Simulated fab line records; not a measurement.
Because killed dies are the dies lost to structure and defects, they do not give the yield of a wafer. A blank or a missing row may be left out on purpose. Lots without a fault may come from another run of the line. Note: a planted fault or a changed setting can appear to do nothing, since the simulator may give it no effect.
What tool caused it? :: flow n5_finfet :: 12 lots (36 wafers sampled), 1 step of a 1938-step route

WHAT EACH GAUGE READ, for each wafer
N5_BEOL_M1_INSPECT_30: inspects for defects (brightfield).
lot: L075
measured: day 6 11:58
on: defect_inspect-01
raw_defect_count: 243 331 325

lot: L076
measured: day 6 15:10
on: defect_inspect-01
raw_defect_count: 368 330 335

lot: L079
measured: day 7 12:11
on: defect_inspect-01
raw_defect_count: 334 517 512

lot: L081
measured: day 7 22:32
on: defect_inspect-02
raw_defect_count: 304 433 307

lot: L083
measured: day 8 16:54
on: defect_inspect-02
raw_defect_count: 250 256 237

lot: L084
measured: day 8 19:57
on: defect_inspect-01
raw_defect_count: 320 376 399

lot: L087
measured: day 9 11:05
on: defect_inspect-01
raw_defect_count: 331 375 330

lot: L089
measured: day 9 18:26
on: defect_inspect-02
raw_defect_count: 351 236 280

lot: L091
measured: day 10 07:37
on: defect_inspect-02
raw_defect_count: 402 433 333

lot: L093
measured: day 10 23:38
on: defect_inspect-02
raw_defect_count: 320 214 234

lot: L095
measured: day 11 16:03
on: defect_inspect-02
raw_defect_count: 447 311 474

lot: L097
measured: day 11 22:16
on: defect_inspect-01
raw_defect_count: 233 420 270

TOOL THAT RAN EACH LOT (tool first, then ch and the chambers of the sampled wafers, then the start)
Before these readings, the record contains no process step.

THE ANSWER, worked out from the rows above alone
Rule: the usual values come from the lots themselves. Put in order of their means at a reading, lots are off if they are a third of the lots or fewer, leave a main group of 4 or more, and stand apart from it by a gap of 3 or more times the standard deviation of the main group's means; of several such gaps the widest counts. Not used: any main group whose means are identical at the precision the tables above print for the reading. Also off: a lot with no number at a reading for which 4 or more lots have one. Where the step has rows for the other lots, those lots are counted as sound.
None of the lots is off at any reading shown; this tells nothing.

WHAT THE SIMULATOR HAD PUT IN
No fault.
